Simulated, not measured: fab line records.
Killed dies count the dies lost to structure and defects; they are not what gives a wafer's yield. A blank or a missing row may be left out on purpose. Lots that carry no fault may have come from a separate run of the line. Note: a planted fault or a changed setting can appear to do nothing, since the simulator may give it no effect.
What tool caused it?	flow n5Finfet	11 lots with 31 wafers sampled at 2 steps, on a route of 1938 steps

## WHAT EACH GAUGE READ, for each wafer
N5_BEOL_M7_INSPECT_13: inspects for defects (brightfield). Usual: rawDefectCount at 416, with a standard deviation of 110.
lot	measured	on	rawDefectCount	flag
L816	day 9 06:56	defectInspect-01	239 376 414	
L815	day 9 07:19	defectInspect-01	376 438 337	
L822	day 10 11:07	defectInspect-01	332 280 506	
L824	day 10 20:01	defectInspect-01	262 310 356	
L827	day 11 21:22	defectInspect-01	422 480 319	
L832	day 13 14:15	defectInspect-01	224 440 331	
L834	day 13 14:17	defectInspect-01	484 474 449	
L835	day 13 18:05	defectInspect-01	306 416 423	
L836	day 13 20:16	defectInspect-02	675 468 453	
L837	day 14 20:17	defectInspect-01	466 443	
L838	day 15 01:41	defectInspect-02	394 304	

N5_BEOL_M7_OVL_MEAS_29. Usual: V6_OVL gives -0.2 nm (standard deviation 0.6).
lot	measured	on	V6_OVL (nm)	flag
L816	day 9 11:11	overlay-02	0.0 0.3 0.0	
L815	day 9 11:14	overlay-01	-0.4 -0.3 -0.2	
L822	day 10 12:19	overlay-02	-1.1 0.0 -0.5	
L824	day 10 21:08	overlay-01	0.3 1.0 -0.7	
L827	day 11 22:20	overlay-01	-0.2 0.0 -0.3	
L832	day 13 15:26	overlay-01	0.7 -0.4 -1.3	
L834	day 13 15:50	overlay-01	-0.4 -0.1 0.7	
L835	day 13 18:59	overlay-02	-0.3 0.4 0.1	
L836	day 14 00:19	overlay-02	-0.4 0.8 0.4	
L837	day 14 21:08	overlay-02	-0.9 -0.7	
L838	day 15 02:38	overlay-02	-0.7 -0.9	

## WHAT TOOL EACH LOT RAN ON (gives the tool, then ch and the chambers of the sampled wafers, and finally the start)
No process step before these readings appears in the record.

## AS READ BY THE TOOLS THEMSELVES (means over the sampled wafers that have a number; for cases with no such wafer, the mark the record gives instead)
The record holds no such reading with a usual standard deviation.

## THE ANSWER, worked out from the rows above alone
Rule: take the mean of a lot's wafers that have a number; if it is more than 3 standard deviations from the usual mean, the lot is off. Also off: a lot with no number at a reading for which 4 or more lots have one. The other lots that the step has rows for count as sound. First the gauges in route order, then the tools' own readings, where a lot's mean is used as printed above. The first step at which some lot is off is used, and at that step the reading that is off furthest; a lot without a number counts as furthest.
Across all readings shown, no lot is off: no conclusion can be drawn from this.

## WHAT THE SIMULATOR PUT IN
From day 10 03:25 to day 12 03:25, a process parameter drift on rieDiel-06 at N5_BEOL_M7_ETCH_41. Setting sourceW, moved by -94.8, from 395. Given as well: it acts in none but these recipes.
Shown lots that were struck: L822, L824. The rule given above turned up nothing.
